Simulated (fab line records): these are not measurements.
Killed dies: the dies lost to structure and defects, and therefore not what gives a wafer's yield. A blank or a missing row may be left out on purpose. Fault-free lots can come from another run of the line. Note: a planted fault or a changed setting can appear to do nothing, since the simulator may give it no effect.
Matching of chambers ; flow nand harc ; NHARC_P_M0_CMP_23 on cmp-03 has 4 sister chambers
The step polishes, t overpolish 20 s, target thk 117.54 nm. 8 wafers are shown with their chamber, then 7 later ones without.

## EACH WAFER AND ITS CHAMBER
wafer;chamber;motor current A (A);time to endpoint s (s)
L088.1;1;11.1;29.5
L088.3;3;10.9;30.4
L088.4;2;10.9;27.5
L091.3;3;11.9;27.8
L091.5;1;11.3;24.2
L091.6;0;12.5;28.3
L093.1;0;12.3;28.9
L093.4;2;11.1;26.9

## WAFERS WHOSE CHAMBER IS MISSING
wafer;motor current A (A);time to endpoint s (s)
L093.6;11.8;27.8
L096.2;11.9;28.0
L096.3;12.3;32.6
L096.4;11.5;25.5
L097.1;11.3;26.4
L097.3;11.7;27.4
L097.6;11.1;28.7

## CHAMBER TAKEN BY EACH
wafer;from the rows above;in truth
L093.6;can't be placed: 3 or 0 or 1 or 2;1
L096.2;can't be placed: 0 or 3 or 1 or 2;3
L096.3;can't be placed: 0 or 3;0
L096.4;can't be placed: 1 or 2 or 3 or 0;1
L097.1;can't be placed: 1 or 2 or 3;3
L097.3;can't be placed: 3 or 1 or 2 or 0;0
L097.6;can't be placed: 2 or 3 or 1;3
Correctly placed: 0 of 7. From these rows, 7 cannot be placed; in 7 the true chamber is one of the candidates. Wrongly placed: 0.
How it was worked out, from the rows above alone: a wafer's distance from a chamber is the root of the sum, over the readings, of the square of ((its reading less the chamber's mean) divided by the reading's scatter). The wafer belongs to the nearest chamber; if the next one is less than 2 further off, it can't be placed. A chamber's mean is the mean of its shown wafers. The scatter: the root of (the sum of the squares of (reading less its chamber's mean) over the shown wafers, divided by (wafers less chambers)).
